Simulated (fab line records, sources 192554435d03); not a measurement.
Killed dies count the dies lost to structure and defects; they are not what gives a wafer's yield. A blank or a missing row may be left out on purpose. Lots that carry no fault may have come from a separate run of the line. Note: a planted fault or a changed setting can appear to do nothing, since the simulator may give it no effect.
Matching of chambers -- flow n5Finfet -- N5_BEOL_M6_VIA_ETCH_34 on rieDiel-01: 4 sister chambers
The step etches SiCOH lowk in C4F6/O2, target depth 126.3 nm, time 50.9 s. 4 wafers are shown with their chamber, then 9 later ones without.

## WAFERS PAIRED WITH THEIR CHAMBERS
wafer,chamber,drypumpMotorCurrentA (A)
L081.4,2,5.1
L082.4,3,6.0
L087.1,1,5.9
L087.6,0,5.5

## WAFERS MISSING THEIR CHAMBER
wafer,drypumpMotorCurrentA (A)
L088.2,6.0
L088.4,5.5
L088.6,5.9
L086.1,5.2
L086.4,6.0
L086.5,6.0
L093.2,5.2
L093.4,5.5
L093.5,5.2

## WHICH CHAMBER EACH WENT THROUGH
wafer,from the rows above,in truth
L088.2,can't be placed: 3 or 1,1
L088.4,0,0
L088.6,can't be placed: 1 or 3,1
L086.1,2,2
L086.4,can't be placed: 3 or 1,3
L086.5,can't be placed: 3 or 1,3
L093.2,2,2
L093.4,0,0
L093.5,2,2
5 of 9 placed correctly. Unplaceable from these rows: 4, with the true chamber sitting among the candidates in 4. Placed wrongly: 0.
How it was worked out, from the rows above alone: a wafer's distance from a chamber is the root of the sum, over the readings, of the square of ((its reading less the chamber's mean) divided by the reading's scatter). The wafer belongs to the nearest chamber; if the next one is less than 2 further off, it can't be placed. For every chamber, the mean is computed from those of its wafers that are shown. The scatter: root of mean squared gap, hidden wafer to nearest shown wafer, with one shown wafer a chamber.
